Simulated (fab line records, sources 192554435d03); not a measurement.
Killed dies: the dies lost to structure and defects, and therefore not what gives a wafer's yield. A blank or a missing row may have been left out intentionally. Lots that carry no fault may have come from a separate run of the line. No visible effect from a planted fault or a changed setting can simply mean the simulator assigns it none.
A struck lot beside a sound one	flow n5-finfet	37 out of 1938 route steps
Sound: wafers L677.2, L677.4, L677.5. Struck: wafers L664.1, L664.5, L664.6. At the end, the cause is stated.
At each step with rows: each side's tool, then ch and its chambers, then its first start. Under that, the readings that differ: sound wafers	struck wafers	difference of the means	sigmas: that difference in standard deviations of wafers without a fault.
alike: a reading whose means differ by less than 2 such deviations, as well as words and numbers matching on both sides. not compared: withheld readings; readings where some wafer has no value; bounds like >300 that might hide an equal value; numbers whose values overlap and for which the record gives no deviation.
A row with sigmas, a row that says differs or no value, or rows on one side alone: a step with any of these is where the two part. When numbers do not overlap yet have no deviation, they are printed without sigmas and do not part them. Lack of a reading on every wafer of one side parts them only where that side has two or more wafers.

first, 9 steps without rows for these wafers: N5_WELL_APT_COAT_19 (resist thk 950 nm); N5_WELL_APT_EBR_21; N5_WELL_APT_SOFTBAKE_20 (time 60 s); N5_WELL_APT_EXPOSE_22 (exposes mask PWELL, defocus 0 nm, target cd 200 nm); N5_WELL_APT_PEB_23 (peb time 90 s); N5_WELL_APT_DEVELOP_24 (develop time 45 s); N5_WELL_APT_HARDBAKE_29 (time 120 s); N5_WELL_APT_DESCUM_30 (chemistry O2, time 7.9 s); N5_WELL_APT_IMPLANT_31.
N5_WELL_APT_IMPLANT_32:
  sound on implanter-02 ch 0, day 7 09:56; struck on implanter-01 ch 0, day 4 03:28
reading	sound	struck	difference	sigmas
beam-energy-keV	49.994 49.963 49.996	40.566 40.577 40.561	-9.416	-99 or more
model.implant.rp-nm (nm)	36.54 36.54 36.54	29.77 29.77 29.77	-6.77	
model.implant.drp-nm (nm)	18.55 18.55 18.55	16.02 16.02 16.02	-2.53	
then, 25 steps without rows for these wafers: N5_WELL_APT_STRIP_33 (strips in SPM, time 900 s); N5_WELL_APT_RTA_34 (time 10 s); N5_WELL_APT_OXIDE_STRIP_42 (strips SiO2 in dHF, time 45 s, target depth 12 nm); N5_WELL_APT_PRECLEAN_36 (cleans in O3/DIW, time 45 s); N5_WELL_APT_PRECLEAN_39 (cleans in dHF, time 60 s); N5_WELL_APT_SRD_37 (time 30 s); N5_WELL_APT_EPI_41 (deposits Si from SiH4/H2, target thk 50 nm, time 297.7 s); N5_PMOS_HMC_CHANNEL_EPI_HM_DEP_34 (deposits SiO2 from TEOS/O2, target thk 36 nm, time 6.9 s); N5_PMOS_HMC_CHANNEL_EPI_COAT_31 (time 60 s, resist thk 66 nm); N5_PMOS_HMC_CHANNEL_EPI_COAT_03 (resist thk 205 nm); N5_PMOS_HMC_CHANNEL_EPI_EBR_05; N5_PMOS_HMC_CHANNEL_EPI_SOFTBAKE_04 (time 60 s); N5_PMOS_HMC_CHANNEL_EPI_EXPOSE_06 (exposes mask PMOS HMC BLK, target cd 240 nm); N5_PMOS_HMC_CHANNEL_EPI_PEB_07 (peb time 60 s); N5_PMOS_HMC_CHANNEL_EPI_DEVELOP_08 (develop time 30 s); N5_PMOS_HMC_CHANNEL_EPI_DESCUM_14 (chemistry O2, time 7.9 s); N5_PMOS_HMC_CHANNEL_EPI_ETCH_32 (etches BARC in N2/H2, stops on SiO2, target depth 85.8 nm, time 50.3 s); N5_PMOS_HMC_CHANNEL_EPI_HM_OPEN_15 (chemistry CHF3/O2, target SiO2, target depth 40.6 nm, time 20.3 s); N5_PMOS_HMC_CHANNEL_EPI_STRIP_33 (strips in N2/H2); N5_PMOS_HMC_CHANNEL_EPI_STRIP_17 (strips in SPM, time 750 s); N5_PMOS_HMC_CHANNEL_EPI_ETCH_38 (etches SiO2 in CF4, target depth 1.5 nm); N5_PMOS_HMC_CHANNEL_EPI_FIN_RECESS_16 (chemistry HBr/Cl2, target Si, target depth 54 nm, time 18 s); N5_PMOS_HMC_CHANNEL_EPI_PRECLEAN_36 (cleans in O3/DIW, time 45 s); N5_PMOS_HMC_CHANNEL_EPI_PRECLEAN_18 (cleans in DHF, time 30 s); N5_PMOS_HMC_CHANNEL_EPI_SRD_19 (time 30 s).
-- the record jumps here: 7 days lie between the struck wafers' starts before and after (it left off in module PMOS_HMC_CHANNEL_EPI and takes up again in module BEOL_M4, whose first step shown is number 1111 of the route) --
N5_BEOL_M4_RC_MEAS_101:
  sound on prober-02 ch 0, day 14 10:56; struck on prober-01 ch 0, day 11 04:55
reading	sound	struck	difference	sigmas
CJ_N	4.47 4.57 4.47	4.96 4.85 4.86	+0.39	+4
DIBL_P (mV/V)	33.9 33.6 32.5	38.6 34.6 35.3	+2.8	+2
IOFF_N_LONG (nA/um)	5.39e-05 5.46e-05 5.36e-05	6.63e-05 6.49e-05 6.52e-05	+1.14e-05	+5
IOFF_P (nA/um)	0.171 0.177 0.152	0.271 0.211 0.217	+0.066	+2
RS_PWELL (ohm/sq)	3008 3011 3023	3122 3105 3088	+91	+4
VT_P (mV)	-254 -252 -256	-243 -247 -247	+8	+3
  alike: DIBL_N, IOFF_N, ION_N, ION_P, SS_N, SS_P, VT_N
-- here the record skips 4 days between the struck wafers' starts before and after, leaving off in module BEOL_M4 and picking up in module PASSIVATION (first step shown: number 1936 of the route) --
N5_PASSIVATION_PROBE_49:
  struck on prober-02, day 15 08:00; sound on prober-01, day 18 20:26
reading	sound	struck	difference	sigmas
killed_at_M0_to_M3	20 33 26	36 57 54	+23	+2
killed-at-other	8 10 10	0 1 4	-8	-2
  alike: defect-limited-yield, killed_at_M4_up, killed-at-contacts, killed-at-front-end, killed-dies, killed-open, killed-short, sort_bin_5_function, sort_bin_6_memory, sort-n-pass, sort-yield-pct

## WHERE THEY PART
Last at N5_PASSIVATION_PROBE_49 as far as this record goes, first at N5_WELL_APT_IMPLANT_32.

WHY: whatever the simulator had introduced
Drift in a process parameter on implanter-01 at N5_WELL_APT_IMPLANT_32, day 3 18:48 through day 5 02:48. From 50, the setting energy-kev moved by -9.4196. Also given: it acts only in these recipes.
